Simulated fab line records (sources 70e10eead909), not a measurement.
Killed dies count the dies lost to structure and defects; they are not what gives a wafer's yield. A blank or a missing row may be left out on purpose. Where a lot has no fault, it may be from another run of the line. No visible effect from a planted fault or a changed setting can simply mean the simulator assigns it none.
Chamber matching || flow nand harc || NHARC_P_M2_ETCH_35 on rie diel-07 has 4 sister chambers
The step etches the open film in N2/H2, target depth 40 nm, overetch 12 nm, time 43.94 s. 8 wafers are shown with their chamber, then 11 later ones without.

== WAFERS, EACH WITH ITS CHAMBER ==
{"wafer": "L085.5", "chamber": 0, "drypump motor current A (A)": 5.9, "rf vpp V (V)": 430.6}
{"wafer": "L085.6", "chamber": 3, "drypump motor current A (A)": 5.3, "rf vpp V (V)": 436.3}
{"wafer": "L087.3", "chamber": 2, "drypump motor current A (A)": 5.6, "rf vpp V (V)": 428.3}
{"wafer": "L087.5", "chamber": 2, "drypump motor current A (A)": 5.6, "rf vpp V (V)": 428.0}
{"wafer": "L090.3", "chamber": 3, "drypump motor current A (A)": 5.3, "rf vpp V (V)": 434.9}
{"wafer": "L090.5", "chamber": 1, "drypump motor current A (A)": 6.5, "rf vpp V (V)": 429.7}
{"wafer": "L090.6", "chamber": 0, "drypump motor current A (A)": 5.9, "rf vpp V (V)": 428.2}
{"wafer": "L092.3", "chamber": 1, "drypump motor current A (A)": 6.4, "rf vpp V (V)": 429.7}

== WAFERS WITH NO CHAMBER GIVEN ==
{"wafer": "L092.4", "drypump motor current A (A)": 5.3, "rf vpp V (V)": 434.4}
{"wafer": "L092.6", "drypump motor current A (A)": 5.6, "rf vpp V (V)": 427.4}
{"wafer": "L093.1", "drypump motor current A (A)": 5.3, "rf vpp V (V)": 434.8}
{"wafer": "L093.2", "drypump motor current A (A)": 5.6, "rf vpp V (V)": 429.6}
{"wafer": "L093.3", "drypump motor current A (A)": 6.5, "rf vpp V (V)": 427.7}
{"wafer": "L095.1", "drypump motor current A (A)": 5.8, "rf vpp V (V)": 430.2}
{"wafer": "L095.2", "drypump motor current A (A)": 5.6, "rf vpp V (V)": 426.4}
{"wafer": "L095.4", "drypump motor current A (A)": 6.5, "rf vpp V (V)": 427.9}
{"wafer": "L096.3", "drypump motor current A (A)": 5.3, "rf vpp V (V)": 435.2}
{"wafer": "L096.4", "drypump motor current A (A)": 6.5, "rf vpp V (V)": 429.5}
{"wafer": "L096.5", "drypump motor current A (A)": 6.5, "rf vpp V (V)": 427.4}

== EACH ONE'S CHAMBER ==
{"wafer": "L092.4", "from the rows above": 3, "in truth": 3}
{"wafer": "L092.6", "from the rows above": 2, "in truth": 2}
{"wafer": "L093.1", "from the rows above": 3, "in truth": 3}
{"wafer": "L093.2", "from the rows above": 2, "in truth": 2}
{"wafer": "L093.3", "from the rows above": 1, "in truth": 1}
{"wafer": "L095.1", "from the rows above": 0, "in truth": 0}
{"wafer": "L095.2", "from the rows above": 2, "in truth": 2}
{"wafer": "L095.4", "from the rows above": 1, "in truth": 1}
{"wafer": "L096.3", "from the rows above": 3, "in truth": 3}
{"wafer": "L096.4", "from the rows above": 1, "in truth": 1}
{"wafer": "L096.5", "from the rows above": 1, "in truth": 1}
Correctly placed: 11 of 11. Number that these rows cannot place: 0. Wrongly placed: 0.
How it was worked out, from the rows above alone: a wafer's distance from a chamber is the root of the sum, over the readings, of the square of ((its reading less the chamber's mean) divided by the reading's scatter). If the next closest chamber is less than 2 further off than the closest, the wafer can't be placed; otherwise it belongs to the closest. Each chamber's mean is taken over the wafers shown for it. How the scatter is found: for the shown wafers, subtract from each reading the mean of its chamber, square and add these, divide the total by (wafers less chambers), then take the root.
